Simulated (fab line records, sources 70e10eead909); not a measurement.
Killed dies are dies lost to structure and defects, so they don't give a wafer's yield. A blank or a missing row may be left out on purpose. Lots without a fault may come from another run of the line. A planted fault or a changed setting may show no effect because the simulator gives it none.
Chamber matching | flow nand_harc | NHARC_P_ZERO_WELL_DESCUM_26 on rie_diel-06: 4 sister chambers
The step chemistry O2, time 3 s. 7 wafers are shown with their chamber, then 8 later ones without.

WAFERS WITH THEIR CHAMBER
wafer  | chamber | drypump_motor_current_A (A) | oes_product_au (a.u.)
L079.3 | 1       | 5.28                        | 1.020
L081.3 | 1       | 5.24                        | 1.008
L088.5 | 0       | 5.01                        | 0.971
L091.1 | 2       | 5.42                        | 0.995
L091.2 | 0       | 5.01                        | 0.978
L091.3 | 3       | 5.91                        | 1.004
L092.4 | 3       | 5.95                        | 0.992

WAFERS WITHOUT THEIR CHAMBER
wafer  | drypump_motor_current_A (A) | oes_product_au (a.u.)
L092.5 | 5.93                        | 1.007
L092.6 | 5.40                        | 0.994
L093.2 | 5.41                        | 1.002
L093.3 | 5.93                        | 1.003
L093.6 | 5.42                        | 1.005
L094.1 | 5.03                        | 0.973
L094.3 | 5.94                        | 1.008
L094.4 | 5.42                        | 1.012

WHICH CHAMBER EACH WENT THROUGH
wafer  | from the rows above | in truth
L092.5 | 3                   | 3
L092.6 | 2                   | 2
L093.2 | 2                   | 2
L093.3 | 3                   | 3
L093.6 | 2                   | 2
L094.1 | 0                   | 0
L094.3 | 3                   | 3
L094.4 | 2                   | 2
Placed correctly: 8 of 8. Can't be placed from these rows: 0. Placed wrongly: 0.
How it was worked out, from the rows above alone: a wafer's distance from a chamber is the root of the sum, over the readings, of the square of ((its reading less the chamber's mean) divided by the reading's scatter). The wafer belongs to the nearest chamber; if the next one is less than 2 further off, it can't be placed. A chamber's mean is the mean of its shown wafers. The scatter: the root of (the sum of the squares of (reading less its chamber's mean) over the shown wafers, divided by (wafers less chambers)).
